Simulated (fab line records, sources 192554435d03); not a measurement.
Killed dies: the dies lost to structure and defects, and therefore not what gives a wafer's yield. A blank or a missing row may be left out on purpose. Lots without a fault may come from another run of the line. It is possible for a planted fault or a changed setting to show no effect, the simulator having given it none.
fab line records	flow n5-finfet
[record] lots = 7	wafers = 39
route steps=1938 shown WELL_APT@39 DUMMY_GATE@237 SD_EPI_N@288 HKMG_FIN@438 MOL_CONTACT_COAG@610
start-h: hours from the record's first day to the start of the lot's first wafer shown	wait-h: hours elapsed since this lot's preceding step	" the same as in the row above	L1.1+2: one row covering several wafers at once	- no value, or no start given	* or withheld: withheld	< > ~ a bound
route shown NAME@n: NAME is a module with steps in the file, n the number in the route of the first one	usual: mean/standard deviation taken from wafers without a fault	same: alike in all rows	chamber/n: place in a boat	sites: readings site by site	_std_site: standard deviation of those values	_edge_site: inner sites' mean taken away from outer sites' mean	radius-mm: how far each site lies from the wafer's centre	mask NAME#n: copy n	behind: the last tool/chamber to shape the wafer	hold: what put the lot on hold/how long, in hours/how the hold closed	device: which transistor (n, p or np) failed to switch	end of line: tests of these same wafers at the route's end	where a step has no rows: the recipe by itself	killed: dies that structure and defects cost at the first sort, which is not the same as the wafer's yield	map: the dies of a wafer, with x for killed, . for not killed, _ for no die there
set.NAME: the setting as run; set.NAME@STEP: as run at that earlier step	model.NAME: the simulator's own value behind a step, which no gauge read
lots whose settings were changed on purpose; a table a step, a row a wafer
[[steps]]
[step N5_WELL_APT_EXPOSE_22]
[recipe] mask-id = PWELL	na = 0.8	source-shape = conventional	sigma-outer = 0.8	polarization = unpolarized	defocus-nm = 0	target-cd-nm = 200	dose-mj = 23.2
lot.wafer	tool	chamber	start-h	wait-h	mask	set.dose-mj
L075.1+2+3+4+5+6	krf-scanner-02	0	20.60	-	PWELL#0	23.2
L079.1+2+5	krf-scanner-01	0	44.91	-	PWELL#0	24.59
L079.3+4+6	"	0	"	"	PWELL#0	23.2
L083.1+4+6	krf-scanner-02	0	68.81	-	PWELL#0	23.2
L083.2+3+5	"	0	"	"	PWELL#0	23.69
L085.1+2+3+4+5+6	krf-scanner-02	0	80.99	-	PWELL#0	23.2
L092.1+5+6	krf-scanner-01	0	122.86	-	PWELL#0	23.2
L093.1+4+5	krf-scanner-01	0	128.87	-	PWELL#0	23.2
L093.2+3+6	"	0	"	"	PWELL#0	24.98
L097.1+4+5	krf-scanner-01	0	153.18	-	PWELL#0	23.2
L097.2+3+6	"	0	"	"	PWELL#0	24.91
[step N5_WELL_APT_PEB_23]
[recipe] peb-temp-c = 130	peb-time-s = 90
[step N5_WELL_APT_DEVELOP_24]
[recipe] develop-time-s = 45	rinse-liquid = surfactant-rinse	dry = air-spin	dev-temp-c = 21
[step N5_WELL_APT_HARDBAKE_29]
[recipe] temp-c = 130	time-s = 120
[step N5_WELL_APT_CD_MEAS_25]
[recipe] target-cd-nm = 200	landing-energy-ev = 500	detector = se-inlens
[usual] cd-nm = 200.8/1.9
lot.wafer	tool	chamber	start-h	wait-h	set.dose-mj@WELL_APT_EXPOSE_22	cd-nm
L075.1	cd-sem-03	0	20.77	-	23.2	201.7
L075.2	"	0	"	"	23.2	205.1
L075.3	"	0	"	"	23.2	201.3
L075.4	"	0	"	"	23.2	203.1
L075.5	"	0	"	"	23.2	200.8
L075.6	"	0	"	"	23.2	202.4
L079.1	cd-sem-03	0	45.08	-	24.59	211.8
L079.2	"	0	"	"	24.59	211.5
L079.3	"	0	"	"	23.2	203.2
L079.4	"	0	"	"	23.2	201.7
L079.5	"	0	"	"	24.59	212.3
L079.6	"	0	"	"	23.2	198.6
L083.1	cd-sem-02	0	68.98	-	23.2	199.8
L083.2	"	0	"	"	23.69	206.7
L083.3	"	0	"	"	23.69	206.5
L083.4	"	0	"	"	23.2	204.9
L083.5	"	0	"	"	23.69	205.7
L083.6	"	0	"	"	23.2	201.5
L085.1	cd-sem-02	0	81.17	-	23.2	203.3
L085.2	"	0	"	"	23.2	202.0
L085.3	"	0	"	"	23.2	205.4
L085.4	"	0	"	"	23.2	203.8
L085.5	"	0	"	"	23.2	203.7
L085.6	"	0	"	"	23.2	201.2
L092.1	cd-sem-03	0	123.03	-	23.2	202.3
L092.5	"	0	"	"	23.2	201.0
L092.6	"	0	"	"	23.2	204.3
L093.1	cd-sem-01	0	129.04	-	23.2	201.1
L093.2	"	0	"	"	24.98	213.8
L093.3	"	0	"	"	24.98	216.2
L093.4	"	0	"	"	23.2	198.3
L093.5	"	0	"	"	23.2	201.0
L093.6	"	0	"	"	24.98	212.2
L097.1	cd-sem-01	0	153.35	-	23.2	200.2
L097.2	"	0	"	"	24.91	214.1
L097.3	"	0	"	"	24.91	214.1
L097.4	"	0	"	"	23.2	199.7
L097.5	"	0	"	"	23.2	201.6
L097.6	"	0	"	"	24.91	211.9
[step N5_WELL_APT_DESCUM_30]
[recipe] chemistry = O2	time-s = 7.9	source-power-w = 50	bias-power-w = 20	pressure-mtorr = 20	rf-frequency-hz = 2.712e+07	temp-c = 40	o2-flow-sccm = 225
lot.wafer	tool	chamber	start-h	wait-h	set.dose-mj@WELL_APT_EXPOSE_22	model.WELL_APT.cd-nm
L075.1	rie-diel-04	1	20.86	0.0	23.2	201.8
L075.2	"	0	"	"	23.2	205
L075.3	"	3	"	"	23.2	201.6
L075.4	"	2	"	"	23.2	203.2
L075.5	"	0	"	"	23.2	200.7
L075.6	"	3	"	"	23.2	202.5
L079.1	rie-diel-02	3	45.17	0.0	24.59	211.8
L079.2	"	0	"	"	24.59	211.5
L079.3	"	2	"	"	23.2	202.9
L079.4	"	2	"	"	23.2	201.8
L079.5	"	0	"	"	24.59	212.5
L079.6	"	3	"	"	23.2	198.5
L083.1	rie-diel-02	2	69.28	0.2	23.2	199.8
L083.2	"	1	"	"	23.69	206.8
L083.3	"	3	"	"	23.69	206.2
L083.4	"	0	"	"	23.2	204.6
L083.5	"	1	"	"	23.69	205.5
L083.6	"	0	"	"	23.2	201.7
L085.1	rie-diel-05	1	81.25	0.0	23.2	203.2
L085.2	"	2	"	"	23.2	202.2
L085.3	"	0	"	"	23.2	205.7
L085.4	"	3	"	"	23.2	203.8
L085.5	"	2	"	"	23.2	203.9
L085.6	"	3	"	"	23.2	201.1
L092.1	rie-diel-04	3	123.12	0.0	23.2	202.2
L092.5	"	0	"	"	23.2	200.8
L092.6	"	3	"	"	23.2	204.2
L093.1	rie-diel-02	1	129.35	0.3	23.2	201
L093.2	"	0	"	"	24.98	213.4
L093.3	"	3	"	"	24.98	216.1
L093.4	"	2	"	"	23.2	198.6
L093.5	"	2	"	"	23.2	200.7
L093.6	"	3	"	"	24.98	212.3
L097.1	rie-diel-05	1	153.44	0.0	23.2	200.2
L097.2	"	0	"	"	24.91	213.8
L097.3	"	3	"	"	24.91	214.2
L097.4	"	2	"	"	23.2	199.8
L097.5	"	3	"	"	23.2	201.8
L097.6	"	2	"	"	24.91	212.2
[step N5_DUMMY_GATE_ETCH_37]
[recipe] chemistry = N2/H2	target = SOC	target-depth-a = 600	overetch-a = 300	temp-c = 40	ion-energy-ev = 200	pressure-mtorr = 30	source-w = 840	bias-w = 150	n2-flow-sccm = 200	h2-flow-sccm = 200
[usual] rf-vpp-V = 524.0/2.4
lot.wafer	tool	chamber	start-h	wait-h	set.source-w	rf-vpp-V	model.SiARC_of_DUMMY_GATE_COAT_35.thk-nm
L075.1	rie-diel-06	3	55.18	0.0	840	523.9	5.2
L075.2	"	1	"	"	759.8	543.3	5.2
L075.3	"	2	"	"	759.8	545.0	5.4
L075.4	"	2	"	"	840	526.5	5.2
L075.5	"	1	"	"	840	524.3	5
L075.6	"	3	"	"	759.8	542.6	5.4
L079.1	rie-diel-03	2	75.74	0.0	840	524.5	5
L079.2	"	1	"	"	937.7	501.7	4.4
L079.3	"	0	"	"	840	526.2	4.8
L079.4	"	3	"	"	840	523.5	5
L079.5	"	0	"	"	937.7	506.8	4.6
L079.6	"	1	"	"	937.7	503.8	4.4
L083.1	rie-diel-03	3	101.57	0.0	840	520.8	5
L083.2	"	2	"	"	940.9	505.6	4.6
L083.3	"	1	"	"	840	521.7	4.8
L083.4	"	2	"	"	940.9	505.3	4.6
L083.5	"	1	"	"	840	522.1	4.8
L083.6	"	3	"	"	940.9	501.7	4.6
L085.1	rie-diel-03	1	114.98	0.0	840	521.9	4.8
L085.2	"	3	"	"	840	522.1	5
L085.3	"	2	"	"	840	525.4	5
L085.4	"	1	"	"	840	522.2	4.8
L085.5	"	2	"	"	840	524.7	5
L085.6	"	3	"	"	840	522.1	5
L092.1	rie-diel-01	2	154.31	0.0	840	527.2	5
L092.5	"	2	"	"	840	527.1	5
L092.6	"	3	"	"	840	521.5	5
L093.1	rie-diel-06	3	159.77	0.0	995.8	493.8	4.6
L093.2	"	2	"	"	995.8	497.0	4.6
L093.3	"	0	"	"	995.8	497.4	4.6
L093.4	"	3	"	"	840	523.7	5.2
L093.5	"	0	"	"	840	526.7	5
L093.6	"	2	"	"	840	527.3	5
L097.1	rie-diel-01	3	184.89	0.0	907.6	509.1	4.6
L097.2	"	1	"	"	907.6	505.4	4.6
L097.3	"	2	"	"	840	527.8	5
L097.4	"	0	"	"	907.6	508.5	4.8
L097.5	"	1	"	"	840	521.7	4.8
L097.6	"	2	"	"	840	526.8	5
[step N5_DUMMY_GATE_ETCH_31]
[recipe] chemistry = C4F6/O2	target = SiO2	mask-material = SOC	target-depth-a = 825	time-s = 27.5	ion-energy-ev = 250	pressure-mtorr = 30	source-w = 345	bias-w = 185	Ar_flow_sccm = 300	C4F6_flow_sccm = 10	O2_flow_sccm = 10
lot.wafer	tool	chamber	start-h	wait-h	set.target-depth-a	model.etch.depth-nm	model.SOC_of_DUMMY_GATE_COAT_34.thk-nm
L075.1	rie-diel-01	2	55.46	0.0	825	81.64	51.8
L075.2	"	1	"	"	720.7	71.7	53
L075.3	"	0	"	"	825	80.87	51.8
L075.4	"	3	"	"	720.7	71.85	53.2
L075.5	"	2	"	"	825	80.81	51.8
L075.6	"	1	"	"	720.7	72.18	52.8
L079.1	rie-diel-01	3	76.09	0.1	825	83.27	51.8
L079.2	"	2	"	"	759.4	73.62	52.8
L079.3	"	1	"	"	759.4	75.1	52.4
L079.4	"	0	"	"	825	79.56	52
L079.5	"	0	"	"	759.4	74.09	52.6
L079.6	"	3	"	"	825	82.51	51.8
L083.1	rie-diel-06	1	101.87	0.1	825	81.61	51.8
L083.2	"	0	"	"	825	81.57	52
L083.3	"	3	"	"	789.3	76.83	52.2
L083.4	"	2	"	"	825	80.71	52.2
L083.5	"	3	"	"	789.3	76.61	52.2
L083.6	"	0	"	"	789.3	78.86	52.4
L085.1	rie-diel-06	1	115.25	0.0	825	82.66	52
L085.2	"	2	"	"	825	82.05	52.2
L085.3	"	3	"	"	825	80.86	52
L085.4	"	0	"	"	825	82.04	52
L085.5	"	1	"	"	825	82.55	51.8
L085.6	"	0	"	"	825	82.94	51.8
L092.1	rie-diel-01	2	154.85	0.2	825	81.12	52
L092.5	"	1	"	"	825	82.55	51.6
L092.6	"	0	"	"	825	79.1	52.2
L093.1	rie-diel-01	0	160.06	0.0	825	80.79	51.8
L093.2	"	1	"	"	901.6	89.35	51
L093.3	"	2	"	"	901.6	88.36	51
L093.4	"	3	"	"	825	82.78	51.6
L093.5	"	1	"	"	901.6	90.58	50.8
L093.6	"	0	"	"	825	80.17	51.8
L097.1	rie-diel-03	3	185.21	0.1	825	83.65	51.4
L097.2	"	1	"	"	825	84.65	51.4
L097.3	"	2	"	"	825	83.36	51.4
L097.4	"	0	"	"	750.4	75.42	52.6
L097.5	"	0	"	"	750.4	75.81	52.6
L097.6	"	1	"	"	750.4	77.69	52.2
[step N5_DUMMY_GATE_ETCH_42]
[recipe] chemistry = CHF3/O2	target = SiO2	target-depth-a = 35	time-s = 31	ion-energy-ev = 30	bias-w = 12	pressure-mtorr = 30	source-w = 600	Ar_flow_sccm = 200	CHF3_flow_sccm = 50	O2_flow_sccm = 5
[usual] rf-vpp-V = 42.7/0.88
lot.wafer	tool	chamber	start-h	wait-h	set.bias-w	rf-vpp-V
L075.1	rie-diel-01	3	55.95	0.0	12.78	45.0
L075.2	"	1	"	"	12.78	44.6
L075.3	"	2	"	"	12	42.2
L075.4	"	0	"	"	12.78	45.9
L075.5	"	3	"	"	12	42.4
L075.6	"	0	"	"	12	44.2
L079.1	rie-diel-06	0	76.73	0.2	9.758	36.4
L079.2	"	1	"	"	12	44.6
L079.3	"	2	"	"	12	42.4
L079.4	"	3	"	"	12	43.7
L079.5	"	2	"	"	9.758	37.4
L079.6	"	1	"	"	9.758	35.9
L083.1	rie-diel-03	2	102.41	0.1	13.72	46.9
L083.2	"	3	"	"	12	41.3
L083.3	"	1	"	"	12	43.2
L083.4	"	2	"	"	13.72	46.7
L083.5	"	3	"	"	13.72	45.3
L083.6	"	1	"	"	12	40.8
L085.1	rie-diel-03	1	115.75	0.0	12	43.1
L085.2	"	2	"	"	9.777	36.2
L085.3	"	3	"	"	9.777	36.2
L085.4	"	3	"	"	9.777	36.8
L085.5	"	2	"	"	12	44.0
L085.6	"	1	"	"	12	42.4
L092.1	rie-diel-03	2	155.61	0.3	12	43.6
L092.5	"	1	"	"	12	43.5
L092.6	"	0	"	"	12	42.8
L093.1	rie-diel-01	2	160.62	0.1	13.23	45.3
L093.2	"	3	"	"	12	45.1
L093.3	"	0	"	"	12	43.2
L093.4	"	1	"	"	12	42.1
L093.5	"	1	"	"	13.23	45.2
L093.6	"	0	"	"	13.23	46.0
L097.1	rie-diel-06	1	185.70	0.0	12	43.0
L097.2	"	2	"	"	10.43	38.0
L097.3	"	0	"	"	10.43	37.1
L097.4	"	3	"	"	10.43	37.7
L097.5	"	0	"	"	12	42.7
L097.6	"	1	"	"	12	43.9
[step N5_SD_EPI_N_EPI_21]
[recipe] material = Si:P	dopant = P	temp-c = 680	pressure-torr = 255	time-s = 690
lot.wafer	tool	chamber	start-h	wait-h	set.pressure-torr	model.Si-P_of_SD_EPI_N_EPI_21.thk-nm
L075.1	epi-rpcvd-02	0	59.28	0.1	288.1	60.6
L075.2+3	"	0	"	"	288.1	60.4
L075.4	"	0	"	"	288.1	60.8
L075.5+6	"	0	"	"	288.1	61
L079.1	epi-rpcvd-04	0	79.61	0.1	228	56
L079.2+3+5	"	0	"	"	228	56.8
L079.4	"	0	"	"	228	56.4
L079.6	"	0	"	"	228	55.8
L083.1	epi-rpcvd-04	0	105.41	0.1	281.4	60.8
L083.2	"	0	"	"	281.4	61.2
L083.3	"	0	"	"	281.4	60
L083.4	"	0	"	"	281.4	60.4
L083.5	"	0	"	"	281.4	59.8
L083.6	"	0	"	"	281.4	59.6
L085.1	epi-rpcvd-04	0	119.09	0.2	284.3	62
L085.2	"	0	"	"	284.3	62.2
L085.3+5+6	"	0	"	"	284.3	62.6
L085.4	"	0	"	"	284.3	61.4
L092.1	epi-rpcvd-02	0	158.63	0.1	255	60
L092.5	"	0	159.75	1.1	255	59.2
L092.6	"	0	"	"	255	58.2
L093.1	epi-rpcvd-01	0	164.09	0.1	273.3	60.4
L093.2+5	"	0	"	"	273.3	60.6
L093.3+6	"	0	"	"	273.3	61.2
L093.4	"	0	"	"	273.3	61
L097.1+5	epi-rpcvd-02	0	188.99	0.1	294.2	61.4
L097.2	"	0	"	"	294.2	61.8
L097.3	"	0	"	"	294.2	61
L097.4+6	"	0	"	"	294.2	61.2
[step N5_HKMG_FIN_ETCH_35]
[recipe] chemistry = N2/H2	target = SOC	target-depth-a = 2158	ion-energy-ev = 65	bias-w = 5	source-w = 3000	time-s = 243.4	pressure-mtorr = 30	n2-flow-sccm = 200	h2-flow-sccm = 200
[usual] rf-vpp-V = 141.5/1
lot.wafer	tool	chamber	start-h	wait-h	set.source-w	rf-vpp-V	model.SOC_of_HKMG_FIN_COAT_29.thk-nm	model.etch.depth-nm	model.HKMG_FIN.feature-depth-nm
L075.1	rie-diel-04	3	82.97	0.0	3493	135.7	61.6	237.5	237.4
L075.2	"	2	"	"	3493	133.8	55.8	242.9	242.8
L075.3	"	1	"	"	3000	142.6	95.8	203.3	203.2
L075.4	"	0	"	"	3000	142.1	91	208.5	208.6
L075.5	"	0	"	"	3493	134.3	59.4	240	240
L075.6	"	3	"	"	3000	143.3	89.2	210.7	210.8
L079.1	rie-diel-04	1	104.65	0.0	3000	141.6	94.8	204.7	204.6
L079.2	"	2	"	"	3192	136.3	69.4	230.2	230.2
L079.3	"	0	"	"	3192	137.9	80.8	219.8	219.8
L079.4	"	3	"	"	3000	142.0	90	209.8	209.8
L079.5	"	1	"	"	3000	141.4	96.2	203.5	203.4
L079.6	"	0	"	"	3192	137.2	79.4	220.6	220.6
L083.1	rie-diel-04	1	129.35	0.0	3000	142.8	95.4	202.7	202.8
L083.2	"	0	"	"	3000	142.8	90.6	208.3	208.4
L083.3	"	2	"	"	3445	135.6	57.6	241.7	241.6
L083.4	"	3	"	"	3445	135.3	59.4	239.5	239.4
L083.5	"	0	"	"	3445	135.6	64.6	235.2	235.2
L083.6	"	3	"	"	3000	142.7	86.8	212.1	212.2
L085.1	rie-diel-05	2	145.20	0.0	3000	142.7	85.4	214.7	214.6
L085.2	"	0	"	"	3000	141.4	97.6	203.2	203.2
L085.3	"	1	"	"	3000	141.1	97.8	203.1	203.2
L085.4	"	3	"	"	3000	140.9	82.4	217.5	217.4
L085.5	"	3	"	"	3000	141.6	83.8	216.1	216.2
L085.6	"	0	"	"	3000	141.8	96	204.5	204.4
L092.1	rie-diel-05	1	183.20	0.0	3000	140.1	99.2	202.4	202.4
L092.5	"	3	"	"	3000	142.9	86.4	215.1	215
L092.6	"	2	"	"	3000	142.4	86.4	215.2	215.2
L093.1	rie-diel-02	3	189.42	0.0	3270	137.8	60	240	240
L093.2	"	1	"	"	3000	141.7	97	202.8	202.8
L093.3	"	2	"	"	3270	138.0	57.8	241.6	241.6
L093.4	"	0	"	"	3000	139.8	94.8	204.9	204.8
L093.5	"	0	"	"	3270	136.7	78.8	220.8	220.8
L093.6	"	3	"	"	3000	140.2	78.4	221.3	221.4
L097.1	rie-diel-05	0	212.74	0.0	3000	141.0	94.8	207.3	207.4
L097.2	"	1	"	"	2599	148.4	121.6	181.2	181.2
L097.3	"	2	"	"	3000	141.2	86	215.8	215.8
L097.4	"	3	"	"	2599	149.7	108	193.9	194
L097.5	"	3	"	"	2599	148.4	109.2	193.1	193.2
L097.6	"	0	"	"	3000	141.1	94.8	207.2	207.2
[step N5_MOL_CONTACT_COAG_ETCH_67]
[recipe] chemistry = N2/H2	target = SOC	target-depth-a = 600	overetch-a = 210	mask-material = SiARC	temp-c = 40	time-s = 101.2	ion-energy-ev = 200	pressure-mtorr = 30	source-w = 840	bias-w = 150	n2-flow-sccm = 200	h2-flow-sccm = 200
[usual] rf-vpp-V = 523.7/2.5
lot.wafer	tool	chamber	start-h	wait-h	set.source-w	rf-vpp-V
L075.1	rie-diel-04	3	107.38	0.0	713.7	555.8
L075.2	"	1	"	"	713.7	555.9
L075.3	"	2	"	"	713.7	549.5
L075.4	"	0	"	"	840	522.4
L075.5	"	3	"	"	840	526.2
L075.6	"	0	"	"	840	521.6
L079.1	rie-diel-05	1	128.16	0.0	682.2	556.9
L079.2	"	0	"	"	682.2	560.6
L079.3	"	2	"	"	840	526.5
L079.4	"	0	"	"	840	522.5
L079.5	"	2	"	"	682.2	564.1
L079.6	"	1	"	"	840	520.1
L083.1	rie-diel-04	2	152.98	0.0	840	520.7
L083.2	"	0	"	"	840	521.2
L083.3	"	1	"	"	840	527.7
L083.4	"	3	"	"	840	526.2
L083.5	"	2	"	"	840	521.3
L083.6	"	1	"	"	840	527.3
L085.1	rie-diel-02	3	171.99	0.0	687.2	559.9
L085.2	"	0	"	"	687.2	556.2
L085.3	"	1	"	"	840	526.7
L085.4	"	2	"	"	840	526.8
L085.5	"	2	"	"	840	525.7
L085.6	"	3	"	"	687.2	559.6
L092.1	rie-diel-05	3	208.14	0.0	840	525.1
L092.5	"	2	"	"	840	524.0
L092.6	"	3	"	"	840	523.8
L093.1	rie-diel-02	3	211.77	0.0	799.1	531.9
L093.2	"	1	"	"	799.1	535.8
L093.3	"	2	"	"	840	527.4
L093.4	"	2	"	"	799.1	537.1
L093.5	"	1	"	"	840	525.6
L093.6	"	3	"	"	840	523.8
L097.1	rie-diel-05	0	237.36	0.0	840	523.1
L097.2	"	2	"	"	719.3	553.9
L097.3	"	3	"	"	840	523.0
L097.4	"	2	"	"	840	526.0
L097.5	"	0	"	"	719.3	551.3
L097.6	"	3	"	"	719.3	550.8
[[key]]
[split] step = N5_WELL_APT_EXPOSE_22	setting = dose-mj	stated = 23.2	by = wafer
[response] step = N5_WELL_APT_CD_MEAS_25	reading = cd-nm	change = +1.79	per = 1%	r = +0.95
[response] step = N5_WELL_APT_DESCUM_30	reading = model.WELL_APT.cd-nm	change = +1.79	per = 1%	r = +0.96
[split] step = N5_DUMMY_GATE_ETCH_37	setting = source-w	stated = 840	by = wafer
[response] step = N5_DUMMY_GATE_ETCH_37	reading = rf-vpp-V	change = -1.7	per = 1%	r = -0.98
[response] step = N5_DUMMY_GATE_ETCH_37	reading = model.SiARC_of_DUMMY_GATE_COAT_35.thk-nm	change = -0.0274	per = 1%	r = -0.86
[split] step = N5_DUMMY_GATE_ETCH_31	setting = target-depth-a	stated = 825	by = wafer
[response] step = N5_DUMMY_GATE_ETCH_31	reading = model.etch.depth-nm	change = +0.823	per = 1%	r = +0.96
[response] step = N5_DUMMY_GATE_ETCH_31	reading = model.SOC_of_DUMMY_GATE_COAT_34.thk-nm	change = -0.0957	per = 1%	r = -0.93
[split] step = N5_DUMMY_GATE_ETCH_42	setting = bias-w	stated = 12	by = wafer
[response] step = N5_DUMMY_GATE_ETCH_42	reading = rf-vpp-V	change = +0.354	per = 1%	r = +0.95
[split] step = N5_SD_EPI_N_EPI_21	setting = pressure-torr	stated = 255	by = lot
[response] step = N5_SD_EPI_N_EPI_21	reading = model.Si-P_of_SD_EPI_N_EPI_21.thk-nm	change = +0.195	per = 1%	r = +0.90
[split] step = N5_HKMG_FIN_ETCH_35	setting = source-w	stated = 3000	by = wafer
[response] step = N5_HKMG_FIN_ETCH_35	reading = rf-vpp-V	change = -0.506	per = 1%	r = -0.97
[response] step = N5_HKMG_FIN_ETCH_35	reading = model.SOC_of_HKMG_FIN_COAT_29.thk-nm	change = -2.03	per = 1%	r = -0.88
[response] step = N5_HKMG_FIN_ETCH_35	reading = model.etch.depth-nm	change = +2.03	per = 1%	r = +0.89
[response] step = N5_HKMG_FIN_ETCH_35	reading = model.HKMG_FIN.feature-depth-nm	change = +2.03	per = 1%	r = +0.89
[split] step = N5_MOL_CONTACT_COAG_ETCH_67	setting = source-w	stated = 840	by = wafer
[response] step = N5_MOL_CONTACT_COAG_ETCH_67	reading = rf-vpp-V	change = -1.92	per = 1%	r = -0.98
